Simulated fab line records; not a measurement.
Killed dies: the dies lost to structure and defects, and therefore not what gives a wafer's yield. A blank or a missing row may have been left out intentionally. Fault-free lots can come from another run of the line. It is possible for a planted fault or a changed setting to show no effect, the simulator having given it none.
Which of the tools did it? | flow nandHarc | 24 lots, 72 wafers sampled, at 6 steps of a route of 1302

## WHAT THE GAUGES SHOWED, per wafer
The record holds no reading of a measuring or inspecting step that can be judged against a usual standard deviation.

## TOOL THAT RAN EACH LOT (tool first, then ch and the chambers of the sampled wafers, then the start)
lot  | NHARC_A_WL_FILL_CMP_12        | NHARC_A_CONTACT_ETCH_50                      | NHARC_A_CONTACT_ETCH_122           | NHARC_A_CONTACT_ETCH_123           | NHARC_A_CONTACT_ETCH_96                      | NHARC_A_CONTACT_DEP_58
L075 | cmp-01 ch 1,3, day 21 15:47   | rieDiel-01 ch 1,3, day 22 01:50 or earlier   | harCapEtch-02 ch 0,1, day 22 01:50 | harCapEtch-02 ch 0,1, day 22 02:04 | rieDiel-11 ch 1,2,3, day 22 07:25 or earlier | pecvd-02 ch 0,1,2, day 22 07:25
L074 | cmp-01 ch 1,2, day 21 16:04   | rieDiel-05 ch 2,3, day 22 02:10 or earlier   | harCapEtch-03 ch 0,1, day 22 02:10 | harCapEtch-03 ch 0,1, day 22 02:24 | rieDiel-05 ch 1,2,3, day 22 07:43 or earlier | pecvd-03 ch 0,1, day 22 07:43
L076 | cmp-01 ch 0,1,2, day 22 06:05 | rieDiel-05 ch 1,2,3, day 22 16:43 or earlier | harCapEtch-03 ch 0,1, day 22 16:43 | harCapEtch-03 ch 0,1, day 22 16:56 | rieDiel-11 ch 0,1,3, day 22 22:25 or earlier | pecvd-03 ch 1, day 22 22:25
L078 | cmp-03 ch 0,1,2, day 22 06:13 | rieDiel-11 ch 2,3, day 22 17:06 or earlier   | harCapEtch-02 ch 0,1, day 22 17:06 | harCapEtch-02 ch 0,1, day 22 17:23 | rieDiel-11 ch 0,1,3, day 22 22:46 or earlier | pecvd-01 ch 0,1,2, day 22 22:46
L077 | cmp-04 ch 0,1,2, day 22 21:39 | rieDiel-11 ch 0,2,3, day 23 08:20 or earlier | harCapEtch-03 ch 0,1, day 23 08:20 | harCapEtch-03 ch 0,1, day 23 08:34 | rieDiel-01 ch 0,2,3, day 23 15:58 or earlier | pecvd-01 ch 0,1, day 23 15:58
L079 | cmp-03 ch 0,2,3, day 23 16:46 | rieDiel-11 ch 0,1,2, day 24 05:04 or earlier | harCapEtch-01 ch 0, day 24 05:04   | harCapEtch-01 ch 0, day 24 05:17   | rieDiel-11 ch 0,2, day 24 06:21              | pecvd-01 ch 0,1, day 24 10:35
L081 | cmp-01 ch 0,1,3, day 24 13:08 | rieDiel-11 ch 0,2,3, day 25 00:34 or earlier | harCapEtch-01 ch 0,1, day 25 00:34 | harCapEtch-01 ch 0,1, day 25 00:47 | rieDiel-11 ch 1,2,3, day 25 08:12 or earlier | pecvd-02 ch 0,1, day 25 08:12
L080 | cmp-03 ch 1,2,3, day 24 18:54 | rieDiel-01 ch 1,2, day 25 05:25 or earlier   | harCapEtch-03 ch 0,1, day 25 05:25 | harCapEtch-03 ch 0,1, day 25 05:43 | rieDiel-11 ch 2,3, day 25 11:37 or earlier   | pecvd-02 ch 1,2, day 25 11:37
L083 | cmp-01 ch 1,2,3, day 24 21:22 | rieDiel-11 ch 1,3, day 25 07:27 or earlier   | harCapEtch-02 ch 0,1, day 25 07:27 | harCapEtch-02 ch 0,1, day 25 07:40 | rieDiel-11 ch 0,2,3, day 25 12:57 or earlier | pecvd-03 ch 0,1, day 25 12:57
L082 | cmp-04 ch 0,1,3, day 24 21:25 | rieDiel-11 ch 1,2,3, day 25 10:32 or earlier | harCapEtch-01 ch 0,1, day 25 10:32 | harCapEtch-01 ch 0,1, day 25 10:50 | rieDiel-11 ch 0,3, day 25 16:56 or earlier   | pecvd-01 ch 0,2, day 25 16:56
L084 | cmp-04 ch 0,2,3, day 25 12:22 | rieDiel-11 ch 0,2,3, day 25 22:41 or earlier | harCapEtch-01 ch 0,1, day 25 22:41 | harCapEtch-01 ch 0,1, day 25 23:02 | rieDiel-11 ch 0,1,3, day 26 07:53 or earlier | pecvd-03 ch 0,1,2, day 26 07:53
L085 | cmp-03 ch 2,3, day 25 20:35   | rieDiel-05 ch 2,3, day 26 09:04 or earlier   | harCapEtch-03 ch 0,1, day 26 09:04 | harCapEtch-03 ch 0,1, day 26 09:18 | rieDiel-05 ch 0,1, day 26 14:40 or earlier   | pecvd-01 ch 0,2, day 26 14:40
L086 | cmp-04 ch 0,1, day 25 20:38   | rieDiel-11 ch 0,2, day 26 09:25 or earlier   | harCapEtch-02 ch 0,1, day 26 09:25 | harCapEtch-02 ch 0,1, day 26 09:35 | rieDiel-01 ch 1,2, day 26 17:49 or earlier   | pecvd-01 ch 0,1,2, day 26 17:49
L087 | cmp-01 ch 1,2,3, day 26 09:10 | rieDiel-01 ch 0,1,3, day 26 19:46 or earlier | harCapEtch-03 ch 0,1, day 26 19:46 | harCapEtch-03 ch 0,1, day 26 19:56 | rieDiel-05 ch 0,1,3, day 27 02:20 or earlier | pecvd-03 ch 0,1,2, day 27 02:20
L089 | cmp-03 ch 0,1, day 26 22:47   | rieDiel-11 ch 0,2, day 27 11:35 or earlier   | harCapEtch-03 ch 0,1, day 27 11:35 | harCapEtch-03 ch 0,1, day 27 11:49 | rieDiel-11 ch 0,2, day 27 18:31 or earlier   | pecvd-01 ch 1,2, day 27 18:31
L091 | cmp-04 ch 0,1,2, day 27 08:01 | rieDiel-11 ch 0,1,2, day 27 18:06 or earlier | harCapEtch-01 ch 0,1, day 27 18:06 | harCapEtch-01 ch 0,1, day 27 18:19 | rieDiel-01 ch 0,1,2, day 27 23:42 or earlier | pecvd-01 ch 1,2, day 27 23:42
L090 | cmp-01 ch 0,3, day 27 08:07   | rieDiel-01 ch 0,2,3, day 27 19:21 or earlier | harCapEtch-02 ch 0,1, day 27 19:21 | harCapEtch-02 ch 0,1, day 27 19:31 | rieDiel-05 ch 0,2,3, day 28 04:55 or earlier | pecvd-01 ch 0,2, day 28 04:55
L088 | cmp-04 ch 0,1,3, day 27 12:28 | rieDiel-01 ch 0,1,2, day 28 00:10 or earlier | harCapEtch-03 ch 0,1, day 28 00:10 | harCapEtch-03 ch 0,1, day 28 00:24 | rieDiel-01 ch 1,2,3, day 28 08:08 or earlier | pecvd-01 ch 0,1,2, day 28 08:08
L092 | cmp-04 ch 1,3, day 28 08:58   | rieDiel-11 ch 0,1, day 28 18:49 or earlier   | harCapEtch-02 ch 0,1, day 28 18:49 | harCapEtch-02 ch 0,1, day 28 19:00 | rieDiel-05 ch 0,2,3, day 29 02:44 or earlier | pecvd-02 ch 0,2, day 29 02:44
L093 | cmp-01 ch 0,1,3, day 28 17:59 | rieDiel-11 ch 0,1,3, day 29 04:05 or earlier | harCapEtch-03 ch 0,1, day 29 04:05 | harCapEtch-03 ch 0,1, day 29 04:16 | rieDiel-11 ch 1,2,3, day 29 09:40 or earlier | pecvd-03 ch 0,2, day 29 09:40
L094 | cmp-04 ch 2,3, day 29 11:06   | rieDiel-05 ch 1,2, day 29 21:21 or earlier   | harCapEtch-01 ch 0,1, day 29 21:21 | harCapEtch-01 ch 0,1, day 29 21:31 | rieDiel-11 ch 0,2, day 30 03:02 or earlier   | pecvd-01 ch 0,1,2, day 30 03:02
L095 | cmp-03 ch 1,2, day 29 11:07   | rieDiel-11 ch 1,3, day 29 21:10 or earlier   | harCapEtch-02 ch 0,1, day 29 21:10 | harCapEtch-02 ch 0,1, day 29 21:28 | rieDiel-01 ch 1,2, day 30 02:55 or earlier   | pecvd-03 ch 0,2, day 30 02:55
L096 | cmp-01 ch 1,2, day 29 22:56   | rieDiel-11 ch 0,3, day 30 09:16 or earlier   | harCapEtch-01 ch 0,1, day 30 09:16 | harCapEtch-01 ch 0,1, day 30 09:29 | rieDiel-11 ch 0,1, day 30 14:56 or earlier   | pecvd-01 ch 1,2, day 30 14:56
L097 | cmp-01 ch 0,1,2, day 30 16:15 | rieDiel-11 ch 0,1,2, day 31 02:16 or earlier | harCapEtch-03 ch 0,1, day 31 02:16 | harCapEtch-03 ch 0,1, day 31 02:26 | rieDiel-11 ch 0,2,3, day 31 07:59 or earlier | pecvd-02 ch 0,1,2, day 31 07:59
- NHARC_A_WL_FILL_CMP_12: polishes, t overpolish 30 s, target thk 100 nm.
- NHARC_A_CONTACT_ETCH_50: etches the open film in CF4/CHF3, target depth 121 nm, time 60.5 s.
- NHARC_A_CONTACT_ETCH_122: etches the open film in C4F8/O2/Ar, time 190 s, target depth 1850 nm.
- NHARC_A_CONTACT_ETCH_123: etches the open film in C4F8/O2/Ar, time 490 s, target depth 2110 nm.
- NHARC_A_CONTACT_ETCH_96: etches the open film in C4F6/O2, target depth 20 nm, time 10 s.
- NHARC_A_CONTACT_DEP_58: deposits SiON, target thk 90 nm.

## WHAT THE TOOLS THEMSELVES READ (means of the sampled wafers that have a number; where no wafer has one, the mark that the record gives instead)
NHARC_A_WL_FILL_CMP_12.
lot  | tool   | motorCurrentA (A) | overpolishRunS (s) | timeToEndpointS (s)
L075 | cmp-01 | 11.6              | 29.995             | 22.0
L074 | cmp-01 | 11.1              | 30.005             | 21.4
L076 | cmp-01 | 12.4              | 30.002             | 22.2
L078 | cmp-03 | 12.2              | 30.001             | 19.4
L077 | cmp-04 | 11.2              | 30.001             | 17.0
L079 | cmp-03 | 11.9              | 30.004             | 17.7
L081 | cmp-01 | 12.3              | 30.002             | 22.8
L080 | cmp-03 | 11.8              | 30.009             | 15.4
L083 | cmp-01 | 11.4              | 29.999             | 21.6
L082 | cmp-04 | 10.9              | 30.004             | 21.1
L084 | cmp-04 | 12.0              | 30.003             | 21.1
L085 | cmp-03 | 11.4              | 30.000             | 17.2
L086 | cmp-04 | 10.1              | 30.004             | 23.3
L087 | cmp-01 | 11.7              | 30.005             | 20.5
L089 | cmp-03 | 12.5              | 30.001             | 18.3
L091 | cmp-04 | 11.0              | 29.993             | 18.6
L090 | cmp-01 | 12.5              | 29.999             | 21.2
L088 | cmp-04 | 10.6              | 29.996             | 18.6
L092 | cmp-04 | 10.9              | 29.998             | 20.2
L093 | cmp-01 | 12.5              | 29.995             | 22.5
L094 | cmp-04 | 11.5              | 30.000             | 17.0
L095 | cmp-03 | 12.3              | 30.000             | 18.3
L096 | cmp-01 | 11.5              | 29.999             | 24.5
L097 | cmp-01 | 12.6              | 30.003             | 23.5

NHARC_A_CONTACT_ETCH_50.
lot  | tool       | drypumpMotorCurrentA (A) | oesProductAu (a.u.) | rfVppV (V) | showerheadPlenumPTorr (Torr) | throttleValvePct (%)
L075 | rieDiel-01 | 5.6                      | 0.918               | 370.7      | 1.57                         | 16.808
L074 | rieDiel-05 | 5.7                      | 0.962               | 372.3      | 1.63                         | 16.799
L076 | rieDiel-05 | 5.6                      | 0.929               | 373.6      | 1.65                         | 16.799
L078 | rieDiel-11 | 5.5                      | 0.965               | 369.3      | 1.54                         | 16.810
L077 | rieDiel-11 | 5.4                      | 0.975               | 370.8      | 1.60                         | 16.815
L079 | rieDiel-11 | 5.7                      | 0.963               | 369.1      | 1.54                         | 16.803
L081 | rieDiel-11 | 5.4                      | 0.962               | 371.7      | 1.59                         | 16.800
L080 | rieDiel-01 | 5.6                      | 0.966               | 368.2      | 1.51                         | 16.793
L083 | rieDiel-11 | 5.4                      | 0.981               | 370.7      | 1.58                         | 16.802
L082 | rieDiel-11 | 5.6                      | 0.981               | 369.1      | 1.53                         | 16.793
L084 | rieDiel-11 | 5.5                      | 0.975               | 371.7      | 1.59                         | 16.805
L085 | rieDiel-05 | 5.7                      | 0.982               | 371.5      | 1.62                         | 16.806
L086 | rieDiel-11 | 5.7                      | 0.926               | 369.8      | 1.55                         | 16.806
L087 | rieDiel-01 | 5.7                      | 0.927               | 369.6      | 1.53                         | 16.809
L089 | rieDiel-11 | 5.7                      | 0.950               | 369.7      | 1.54                         | 16.800
L091 | rieDiel-11 | 5.7                      | 0.969               | 370.0      | 1.54                         | 16.802
L090 | rieDiel-01 | 6.0                      | 0.929               | 369.0      | 1.50                         | 16.810
L088 | rieDiel-01 | 5.9                      | 0.925               | 367.7      | 1.49                         | 16.808
L092 | rieDiel-11 | 5.6                      | 0.957               | 370.6      | 1.60                         | 16.805
L093 | rieDiel-11 | 5.5                      | 0.952               | 370.9      | 1.59                         | 16.801
L094 | rieDiel-05 | 5.9                      | 0.935               | 372.2      | 1.60                         | 16.796
L095 | rieDiel-11 | 5.8                      | 0.969               | 369.8      | 1.52                         | 16.819
L096 | rieDiel-11 | 5.2                      | 0.975               | 372.4      | 1.64                         | 16.807
L097 | rieDiel-11 | 5.7                      | 0.933               | 369.6      | 1.53                         | 16.809

NHARC_A_CONTACT_ETCH_96.
lot  | tool       | c4f6FlowSccm (sccm) | drypumpMotorCurrentA (A) | o2FlowSccm (sccm) | oesProductAu (a.u.) | rfVppV (V) | showerheadPlenumPTorr (Torr) | throttleValvePct (%)
L075 | rieDiel-11 | 25.03               | 5.7                      | 20.01             | 1.000               | 546        | 3.83                         | 26.910
L074 | rieDiel-05 | 25.01               | 5.6                      | 19.97             | 0.946               | 551        | 4.09                         | 26.897
L076 | rieDiel-11 | 25.01               | 5.5                      | 19.96             | 1.010               | 547        | 3.96                         | 26.905
L078 | rieDiel-11 | 25.04               | 5.5                      | 19.94             | 0.968               | 548        | 3.96                         | 26.896
L077 | rieDiel-01 | 25.01               | 6.1                      | 19.99             | 0.963               | 544        | 3.78                         | 26.906
L079 | rieDiel-11 | 25.02               | 5.7                      | 20.01             | 0.946               | 545        | 3.86                         | 26.909
L081 | rieDiel-11 | 24.98               | 5.6                      | 20.00             | 0.951               | 544        | 3.82                         | 26.896
L080 | rieDiel-11 | 25.04               | 5.6                      | 19.94             | 1.003               | 545        | 3.84                         | 26.916
L083 | rieDiel-11 | 25.02               | 5.4                      | 20.04             | 0.949               | 548        | 3.97                         | 26.914
L082 | rieDiel-11 | 25.01               | 5.3                      | 20.03             | 0.944               | 551        | 4.11                         | 26.895
L084 | rieDiel-11 | 25.00               | 5.5                      | 20.03             | 0.953               | 547        | 3.96                         | 26.900
L085 | rieDiel-05 | 24.93               | 5.3                      | 20.00             | 0.959               | 549        | 4.00                         | 26.893
L086 | rieDiel-01 | 24.95               | 5.7                      | 20.03             | 0.983               | 544        | 3.77                         | 26.909
L087 | rieDiel-05 | 25.02               | 5.3                      | 19.93             | 1.000               | 550        | 4.07                         | 26.907
L089 | rieDiel-11 | 24.99               | 5.7                      | 19.95             | 0.938               | 545        | 3.85                         | 26.899
L091 | rieDiel-01 | 25.03               | 5.9                      | 20.04             | 0.935               | 543        | 3.72                         | 26.907
L090 | rieDiel-05 | 24.99               | 5.4                      | 20.00             | 0.990               | 549        | 4.01                         | 26.909
L088 | rieDiel-01 | 24.92               | 5.8                      | 19.98             | 0.942               | 544        | 3.80                         | 26.910
L092 | rieDiel-05 | 25.06               | 5.4                      | 20.03             | 0.950               | 548        | 4.00                         | 26.898
L093 | rieDiel-11 | 24.95               | 5.7                      | 19.98             | 0.944               | 545        | 3.81                         | 26.911
L094 | rieDiel-11 | 24.97               | 5.5                      | 20.00             | 0.988               | 548        | 3.98                         | 26.900
L095 | rieDiel-01 | 25.04               | 5.7                      | 20.01             | 0.927               | 544        | 3.75                         | 26.906
L096 | rieDiel-11 | 25.08               | 5.6                      | 20.00             | 0.937               | 549        | 3.97                         | 26.897
L097 | rieDiel-11 | 25.03               | 5.4                      | 19.98             | 0.947               | 548        | 3.96                         | 26.909

NHARC_A_CONTACT_DEP_58.
lot  | tool     | heaterPowerW (W)
L075 | pecvd-02 | 709
L074 | pecvd-03 | 841
L076 | pecvd-03 | 767
L078 | pecvd-01 | 675
L077 | pecvd-01 | 765
L079 | pecvd-01 | 738
L081 | pecvd-02 | 693
L080 | pecvd-02 | 716
L083 | pecvd-03 | 799
L082 | pecvd-01 | 683
L084 | pecvd-03 | 800
L085 | pecvd-01 | 710
L086 | pecvd-01 | 777
L087 | pecvd-03 | 832
L089 | pecvd-01 | 730
L091 | pecvd-01 | 719
L090 | pecvd-01 | 753
L088 | pecvd-01 | 696
L092 | pecvd-02 | 780
L093 | pecvd-03 | 726
L094 | pecvd-01 | 711
L095 | pecvd-03 | 683
L096 | pecvd-01 | 745
L097 | pecvd-02 | 727

## THE ANSWER, worked out from the rows above alone
Rule: the lots themselves supply what counts as usual. The widest of any qualifying gaps counts: lots, ordered by their means at a reading, are off when they make up no more than a third of the lots, leave a main group of 4 or more, and stand apart from it by 3 or more times the standard deviation of that group's means. A main group is skipped when, at the precision printed for the reading in the tables above, its means are all equal. Also off: a lot with no number at a reading for which 4 or more lots have one. All remaining lots with rows at the step are treated as sound. After the gauges, taken in route order, come the tools' own readings; for these a lot's mean is taken, as printed above. At the first step where some lot is off, the reading lying furthest off is the one used; lots without a number count as furthest.
Nothing can be told from this: no lot is off at any reading shown.

## WHAT HAD BEEN PUT IN BY THE SIMULATOR
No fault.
